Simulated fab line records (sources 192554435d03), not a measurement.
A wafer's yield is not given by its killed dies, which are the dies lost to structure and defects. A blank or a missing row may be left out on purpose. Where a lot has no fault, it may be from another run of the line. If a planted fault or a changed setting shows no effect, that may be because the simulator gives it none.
Which tool is to blame? -- flow n5-finfet -- 24 lots with 72 wafers sampled at 6 steps, on a route of 1938 steps

== WHAT THE GAUGES READ, wafer by wafer ==
No reading from a measuring or inspecting step in the record can be judged against a usual standard deviation.

== EACH LOT AND THE TOOL THAT RAN IT (in order: tool; ch and the chambers of the sampled wafers; start) ==
lot,N5_BEOL_M2_SPUTTER_81,N5_BEOL_M2_ANNEAL_82,N5_BEOL_M2_ANNEAL_89,N5_BEOL_M2_SPUTTER_94,N5_BEOL_M2_SPUTTER_96,N5_BEOL_M2_ANNEAL_51
L074,"pvd-sputter-03, day 6 22:29","pvd-sputter-03, day 6 22:34","pvd-sputter-03, day 6 23:01","pvd-sputter-03, day 6 23:35","pvd-sputter-03, day 6 23:49","rtp-anneal-01 ch 0, day 7 00:09"
L075,"pvd-sputter-03, day 7 03:24","pvd-sputter-03, day 7 03:29","pvd-sputter-03, day 7 03:55","pvd-sputter-03, day 7 04:30","pvd-sputter-03, day 7 04:43","rtp-anneal-01 ch 0, day 7 04:58"
L076,"pvd-sputter-01, day 7 06:38","pvd-sputter-01, day 7 06:43","pvd-sputter-01, day 7 07:10","pvd-sputter-01, day 7 07:44","pvd-sputter-01, day 7 07:58","rtp-anneal-02 ch 0, day 7 08:12"
L077,"pvd-sputter-01, day 7 09:56","pvd-sputter-01, day 7 10:01","pvd-sputter-01, day 7 10:28","pvd-sputter-01, day 7 11:02","pvd-sputter-01, day 7 11:16","rtp-anneal-01 ch 0, day 7 11:34"
L078,"pvd-sputter-01, day 8 11:19","pvd-sputter-01, day 8 11:23","pvd-sputter-01, day 8 11:50","pvd-sputter-01, day 8 12:25","pvd-sputter-01, day 8 12:38","rtp-anneal-02 ch 0, day 8 12:52"
L079,"pvd-sputter-03, day 8 23:09","pvd-sputter-03, day 8 23:14","pvd-sputter-03, day 8 23:40","pvd-sputter-03, day 9 00:15","pvd-sputter-03, day 9 00:28","rtp-anneal-01 ch 0, day 9 00:46"
L080,"pvd-sputter-02, day 9 08:34","pvd-sputter-02, day 9 08:39","pvd-sputter-02, day 9 09:05","pvd-sputter-02, day 9 09:40","pvd-sputter-02, day 9 09:53","rtp-anneal-01 ch 0, day 9 10:08"
L081,"pvd-sputter-01, day 9 08:50","pvd-sputter-01, day 9 08:55","pvd-sputter-01, day 9 09:22","pvd-sputter-01, day 9 09:56","pvd-sputter-01, day 9 10:10","rtp-anneal-02 ch 0, day 9 10:24"
L082,"pvd-sputter-03, day 9 09:07","pvd-sputter-03, day 9 09:12","pvd-sputter-03, day 9 09:38","pvd-sputter-03, day 9 10:13","pvd-sputter-03, day 9 10:26","rtp-anneal-01 ch 0, day 9 10:38"
L085,"pvd-sputter-01, day 9 15:09","pvd-sputter-01, day 9 15:14","pvd-sputter-01, day 9 15:40","pvd-sputter-01, day 9 16:15","pvd-sputter-01, day 9 16:28","rtp-anneal-02 ch 0, day 9 16:40"
L083,"pvd-sputter-02, day 9 15:49","pvd-sputter-02, day 9 15:53","pvd-sputter-02, day 9 16:20","pvd-sputter-02, day 9 16:55","pvd-sputter-02, day 9 17:08","rtp-anneal-02 ch 0, day 9 17:20"
L084,"pvd-sputter-01, day 9 19:23","pvd-sputter-01, day 9 19:28","pvd-sputter-01, day 9 19:55","pvd-sputter-01, day 9 20:29","pvd-sputter-01, day 9 20:43","rtp-anneal-01 ch 0, day 9 20:57"
L087,"pvd-sputter-03, day 9 22:47","pvd-sputter-03, day 9 22:52","pvd-sputter-03, day 9 23:18","pvd-sputter-03, day 9 23:53","pvd-sputter-03, day 10 00:06","rtp-anneal-01 ch 0, day 10 00:23"
L086,"pvd-sputter-02, day 10 00:34","pvd-sputter-02, day 10 00:39","pvd-sputter-02, day 10 01:05","pvd-sputter-02, day 10 01:40","pvd-sputter-02, day 10 01:53","rtp-anneal-01 ch 0, day 10 02:11"
L088,"pvd-sputter-02, day 10 14:53","pvd-sputter-02, day 10 14:58","pvd-sputter-02, day 10 15:25","pvd-sputter-02, day 10 15:59","pvd-sputter-02, day 10 16:13","rtp-anneal-01 ch 0, day 10 16:44"
L089,"pvd-sputter-02, day 10 23:44","pvd-sputter-02, day 10 23:49","pvd-sputter-02, day 11 00:15","pvd-sputter-02, day 11 00:50","pvd-sputter-02, day 11 01:03","rtp-anneal-02 ch 0, day 11 01:31"
L090,"pvd-sputter-02, day 11 07:19","pvd-sputter-02, day 11 07:23","pvd-sputter-02, day 11 07:50","pvd-sputter-02, day 11 08:25","pvd-sputter-02, day 11 08:38","rtp-anneal-01 ch 0, day 11 08:55"
L092,"pvd-sputter-02, day 11 11:10","pvd-sputter-02, day 11 11:15","pvd-sputter-02, day 11 11:41","pvd-sputter-02, day 11 12:16","pvd-sputter-02, day 11 12:29","rtp-anneal-01 ch 0, day 11 12:57"
L093,"pvd-sputter-02, day 11 16:02","pvd-sputter-02, day 11 16:07","pvd-sputter-02, day 11 16:33","pvd-sputter-02, day 11 17:08","pvd-sputter-02, day 11 17:21","rtp-anneal-02 ch 0, day 11 17:35"
L091,"pvd-sputter-02, day 11 19:34","pvd-sputter-02, day 11 19:39","pvd-sputter-02, day 11 20:05","pvd-sputter-02, day 11 20:40","pvd-sputter-02, day 11 20:53","rtp-anneal-02 ch 0, day 11 21:05"
L094,"pvd-sputter-01, day 12 08:17","pvd-sputter-01, day 12 08:22","pvd-sputter-01, day 12 08:49","pvd-sputter-01, day 12 09:23","pvd-sputter-01, day 12 09:37","rtp-anneal-02 ch 0, day 12 09:48"
L095,"pvd-sputter-02, day 12 11:44","pvd-sputter-02, day 12 11:49","pvd-sputter-02, day 12 12:15","pvd-sputter-02, day 12 12:50","pvd-sputter-02, day 12 13:03","rtp-anneal-02 ch 0, day 12 13:17"
L097,"pvd-sputter-03, day 12 15:41","pvd-sputter-03, day 12 15:46","pvd-sputter-03, day 12 16:12","pvd-sputter-03, day 12 16:47","pvd-sputter-03, day 12 17:00","rtp-anneal-02 ch 0, day 12 17:14"
L096,"pvd-sputter-02, day 12 21:58","pvd-sputter-02, day 12 22:02","pvd-sputter-02, day 12 22:29","pvd-sputter-02, day 12 23:04","pvd-sputter-02, day 12 23:17","rtp-anneal-02 ch 0, day 12 23:29"
- N5_BEOL_M2_SPUTTER_81: material Cu, target thk 4.5 nm, time 8.29 s.
- N5_BEOL_M2_ANNEAL_82: time 240 s.
- N5_BEOL_M2_ANNEAL_89: time 240 s.
- N5_BEOL_M2_SPUTTER_94: material Cu, target thk 4.5 nm, time 8.29 s.
- N5_BEOL_M2_SPUTTER_96: material Cu, target thk 4.5 nm, time 8.29 s.
- N5_BEOL_M2_ANNEAL_51: time 90 s.

== AS READ BY THE TOOLS THEMSELVES (means over the sampled wafers that have a number; for cases with no such wafer, the mark the record gives instead) ==
N5_BEOL_M2_SPUTTER_81.
lot,tool,throttle-valve-pct (%)
L074,pvd-sputter-03,29.5
L075,pvd-sputter-03,29.8
L076,pvd-sputter-01,28.9
L077,pvd-sputter-01,29.4
L078,pvd-sputter-01,30.1
L079,pvd-sputter-03,29.8
L080,pvd-sputter-02,29.6
L081,pvd-sputter-01,29.6
L082,pvd-sputter-03,30.4
L085,pvd-sputter-01,29.7
L083,pvd-sputter-02,30.2
L084,pvd-sputter-01,28.8
L087,pvd-sputter-03,29.4
L086,pvd-sputter-02,30.1
L088,pvd-sputter-02,30.2
L089,pvd-sputter-02,30.2
L090,pvd-sputter-02,29.3
L092,pvd-sputter-02,29.3
L093,pvd-sputter-02,30.2
L091,pvd-sputter-02,29.6
L094,pvd-sputter-01,28.6
L095,pvd-sputter-02,30.3
L097,pvd-sputter-03,29.5
L096,pvd-sputter-02,29.5

N5_BEOL_M2_ANNEAL_82.
lot,tool,heater-power-w (W)
L074,pvd-sputter-03,840
L075,pvd-sputter-03,798
L076,pvd-sputter-01,839
L077,pvd-sputter-01,886
L078,pvd-sputter-01,903
L079,pvd-sputter-03,797
L080,pvd-sputter-02,735
L081,pvd-sputter-01,857
L082,pvd-sputter-03,872
L085,pvd-sputter-01,852
L083,pvd-sputter-02,916
L084,pvd-sputter-01,843
L087,pvd-sputter-03,855
L086,pvd-sputter-02,802
L088,pvd-sputter-02,873
L089,pvd-sputter-02,871
L090,pvd-sputter-02,887
L092,pvd-sputter-02,834
L093,pvd-sputter-02,909
L091,pvd-sputter-02,883
L094,pvd-sputter-01,815
L095,pvd-sputter-02,806
L097,pvd-sputter-03,848
L096,pvd-sputter-02,842

N5_BEOL_M2_ANNEAL_89.
lot,tool,heater-power-w (W)
L074,pvd-sputter-03,851
L075,pvd-sputter-03,804
L076,pvd-sputter-01,849
L077,pvd-sputter-01,898
L078,pvd-sputter-01,904
L079,pvd-sputter-03,811
L080,pvd-sputter-02,720
L081,pvd-sputter-01,855
L082,pvd-sputter-03,859
L085,pvd-sputter-01,864
L083,pvd-sputter-02,926
L084,pvd-sputter-01,845
L087,pvd-sputter-03,848
L086,pvd-sputter-02,815
L088,pvd-sputter-02,879
L089,pvd-sputter-02,873
L090,pvd-sputter-02,894
L092,pvd-sputter-02,848
L093,pvd-sputter-02,908
L091,pvd-sputter-02,897
L094,pvd-sputter-01,823
L095,pvd-sputter-02,796
L097,pvd-sputter-03,821
L096,pvd-sputter-02,843

N5_BEOL_M2_SPUTTER_94.
lot,tool,throttle-valve-pct (%)
L074,pvd-sputter-03,29.2
L075,pvd-sputter-03,29.7
L076,pvd-sputter-01,28.7
L077,pvd-sputter-01,29.2
L078,pvd-sputter-01,30.1
L079,pvd-sputter-03,29.6
L080,pvd-sputter-02,29.6
L081,pvd-sputter-01,29.7
L082,pvd-sputter-03,30.5
L085,pvd-sputter-01,29.7
L083,pvd-sputter-02,30.2
L084,pvd-sputter-01,28.7
L087,pvd-sputter-03,29.6
L086,pvd-sputter-02,30.5
L088,pvd-sputter-02,30.1
L089,pvd-sputter-02,29.8
L090,pvd-sputter-02,29.4
L092,pvd-sputter-02,29.4
L093,pvd-sputter-02,30.2
L091,pvd-sputter-02,29.3
L094,pvd-sputter-01,28.6
L095,pvd-sputter-02,30.4
L097,pvd-sputter-03,29.6
L096,pvd-sputter-02,29.3

N5_BEOL_M2_SPUTTER_96.
lot,tool,throttle-valve-pct (%)
L074,pvd-sputter-03,29.4
L075,pvd-sputter-03,29.8
L076,pvd-sputter-01,28.7
L077,pvd-sputter-01,29.0
L078,pvd-sputter-01,29.9
L079,pvd-sputter-03,29.8
L080,pvd-sputter-02,29.6
L081,pvd-sputter-01,29.6
L082,pvd-sputter-03,30.4
L085,pvd-sputter-01,29.6
L083,pvd-sputter-02,30.0
L084,pvd-sputter-01,28.7
L087,pvd-sputter-03,29.5
L086,pvd-sputter-02,30.2
L088,pvd-sputter-02,29.9
L089,pvd-sputter-02,30.2
L090,pvd-sputter-02,29.3
L092,pvd-sputter-02,29.4
L093,pvd-sputter-02,30.1
L091,pvd-sputter-02,29.4
L094,pvd-sputter-01,28.7
L095,pvd-sputter-02,30.4
L097,pvd-sputter-03,29.5
L096,pvd-sputter-02,29.3

N5_BEOL_M2_ANNEAL_51.
lot,tool,anneal-temp-c (C),wafer_temp_C_max
L074,rtp-anneal-01,225.16,225.81
L075,rtp-anneal-01,224.85,225.77
L076,rtp-anneal-02,225.00,225.83
L077,rtp-anneal-01,224.96,225.96
L078,rtp-anneal-02,224.89,226.03
L079,rtp-anneal-01,224.79,226.06
L080,rtp-anneal-01,225.06,225.93
L081,rtp-anneal-02,224.87,225.85
L082,rtp-anneal-01,225.11,226.15
L085,rtp-anneal-02,225.20,225.96
L083,rtp-anneal-02,225.08,226.00
L084,rtp-anneal-01,224.80,225.90
L087,rtp-anneal-01,225.01,225.72
L086,rtp-anneal-01,224.88,226.32
L088,rtp-anneal-01,225.01,225.69
L089,rtp-anneal-02,225.09,225.82
L090,rtp-anneal-01,224.91,226.02
L092,rtp-anneal-01,224.99,226.04
L093,rtp-anneal-02,225.07,225.92
L091,rtp-anneal-02,225.13,225.76
L094,rtp-anneal-02,224.88,225.88
L095,rtp-anneal-02,224.93,225.61
L097,rtp-anneal-02,225.05,225.51
L096,rtp-anneal-02,224.93,225.73

== THE ANSWER, worked out from the rows above alone ==
Rule: the lots themselves supply what counts as usual. Put in order of their means at a reading, lots are off if they are a third of the lots or fewer, leave a main group of 4 or more, and stand apart from it by a gap of 3 or more times the standard deviation of the main group's means; of several such gaps the widest counts. A main group whose means are all the same, to the digits that the tables above print for the reading, isn't used. A lot without any number at a reading at which 4 lots or more have one is off too. Where the step has rows for the other lots, those lots are counted as sound. Order of review: gauges by route order, followed by the tools' own readings, for which a lot's mean as printed above is used. At the first step where some lot is off, the reading lying furthest off is the one used; lots without a number count as furthest.
Nothing can be told from this: no lot is off at any reading shown.

== WHAT THE SIMULATOR PUT IN ==
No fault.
